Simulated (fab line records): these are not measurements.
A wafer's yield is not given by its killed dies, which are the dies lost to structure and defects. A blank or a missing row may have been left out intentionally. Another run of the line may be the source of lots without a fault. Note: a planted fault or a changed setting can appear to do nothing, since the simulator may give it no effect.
Chamber matching ; flow nand_harc ; rie_diel-09 running NHARC_A_CONTACT_ETCH_90: 4 sister chambers
The step etches the open film in CH3F/O2, target depth 40 nm, time 85.7 s. 20 wafers are shown with their chamber, then 10 later ones without.

WAFERS WITH THEIR CHAMBER
wafer;chamber;drypump_motor_current_A (A);showerhead_plenum_p_Torr (Torr);rf_vpp_V (V)
L075.2;3;6.4;2.29;243.4
L075.3;1;5.7;2.59;246.3
L075.4;2;5.2;2.61;247.5
L079.3;1;5.8;2.58;247.2
L079.5;0;5.2;2.33;242.7
L079.6;3;6.4;2.28;241.2
L081.2;1;5.8;2.58;245.4
L081.3;2;5.2;2.60;245.9
L081.6;0;5.2;2.33;242.7
L083.1;2;5.2;2.60;247.4
L083.3;1;5.8;2.58;247.3
L083.5;2;5.2;2.60;246.1
L084.1;1;5.7;2.58;244.7
L084.3;0;5.2;2.33;242.7
L084.5;1;5.8;2.58;245.8
L087.1;1;5.8;2.58;244.7
L087.2;3;6.4;2.27;241.5
L087.6;3;6.4;2.27;242.6
L090.1;1;5.7;2.57;244.8
L090.2;0;5.2;2.32;241.8

SIGNATURES, as means of the wafers listed above
reading;chamber 0;chamber 1;chamber 2;chamber 3;scatter within a chamber
drypump_motor_current_A;5.200;5.763;5.200;6.400;0.0342
showerhead_plenum_p_Torr;2.3275;2.5800;2.6025;2.2775;0.00625
rf_vpp_V;242.475;245.775;246.725;242.175;0.931
Rule: for each reading, subtract the chamber's mean from the wafer's reading, divide by that reading's scatter and square the result; add these up over the readings and take the root, which gives the wafer's distance from the chamber. The wafer belongs to the nearest chamber; if the next one is less than 2 further off, it can't be placed. The scatter is the square root of a quotient: the sum, over the shown wafers, of each reading's squared deviation from its chamber's mean, divided by wafers minus chambers.

WAFERS WITHOUT THEIR CHAMBER
wafer;drypump_motor_current_A (A);showerhead_plenum_p_Torr (Torr);rf_vpp_V (V)
L090.4;6.4;2.27;241.8
L093.1;6.4;2.66;248.1
L093.4;5.2;2.32;241.9
L093.5;5.2;2.32;241.0
L095.1;5.2;2.58;246.9
L095.2;5.7;2.56;245.8
L095.3;6.4;2.66;246.1
L095.4;5.2;2.31;242.5
L095.5;5.2;2.32;241.5
L095.6;6.4;2.66;246.0

WHICH CHAMBER EACH ONE RAN IN
wafer;from the rows above;in truth
L090.4;3;3
L093.1;1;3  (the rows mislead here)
L093.4;0;0
L093.5;0;0
L095.1;2;2
L095.2;1;1
L095.3;1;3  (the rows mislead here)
L095.4;0;0
L095.5;0;0
L095.6;1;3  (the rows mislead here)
Correct placement for 7 of the 10. Not placeable from these rows: 0. 3 placed wrongly.
